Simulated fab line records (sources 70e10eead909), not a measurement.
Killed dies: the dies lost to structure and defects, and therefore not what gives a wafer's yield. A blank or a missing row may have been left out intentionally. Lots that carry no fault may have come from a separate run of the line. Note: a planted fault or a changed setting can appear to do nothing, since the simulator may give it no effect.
Matching of chambers ; flow nandHarc ; NHARC_A_STAIRCASE_ALD_415 on aldHk-03 has 4 sister chambers
The step deposits SiO2, target thk 30 nm, pulse time 6 s, ald cycles 300. 8 wafers are shown with their chamber, then 7 later ones without.

== WAFERS PAIRED WITH THEIR CHAMBERS ==
wafer;chamber;heaterPowerW (W);precursorPulseHeightRel
L080.1;3;406;0.968
L080.2;0;443;1.041
L082.3;2;472;0.995
L083.2;3;404;1.020
L083.4;2;486;1.017
L083.6;1;435;1.035
L088.1;1;402;0.994
L088.3;0;459;1.029

== WAFERS MISSING THEIR CHAMBER ==
wafer;heaterPowerW (W);precursorPulseHeightRel
L088.5;484;0.982
L090.1;431;1.009
L090.2;463;0.987
L090.6;433;1.020
L095.2;455;1.009
L095.4;434;0.962
L095.6;432;1.026

== CHAMBER TAKEN BY EACH ==
wafer;from the rows above;in truth
L088.5;2;2
L090.1;can't be placed: 1 or 0 or 3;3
L090.2;can't be placed: 2 or 0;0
L090.6;can't be placed: 1 or 0 or 3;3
L095.2;can't be placed: 0 or 2 or 1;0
L095.4;can't be placed: 1 or 3 or 0 or 2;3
L095.6;can't be placed: 1 or 0 or 3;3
1 of 7 placed correctly. Cannot be placed on the basis of these rows: 6; the candidates contain the true chamber in 6. Number placed wrongly: 0.
How it was worked out, from the rows above alone: a wafer's distance from a chamber is the root of the sum, over the readings, of the square of ((its reading less the chamber's mean) divided by the reading's scatter). The wafer belongs to the nearest chamber; if the next one is less than 2 further off, it can't be placed. The mean given for a chamber averages the wafers shown for that chamber. The scatter: the root of (the sum of the squares of (reading less its chamber's mean) over the shown wafers, divided by (wafers less chambers)).
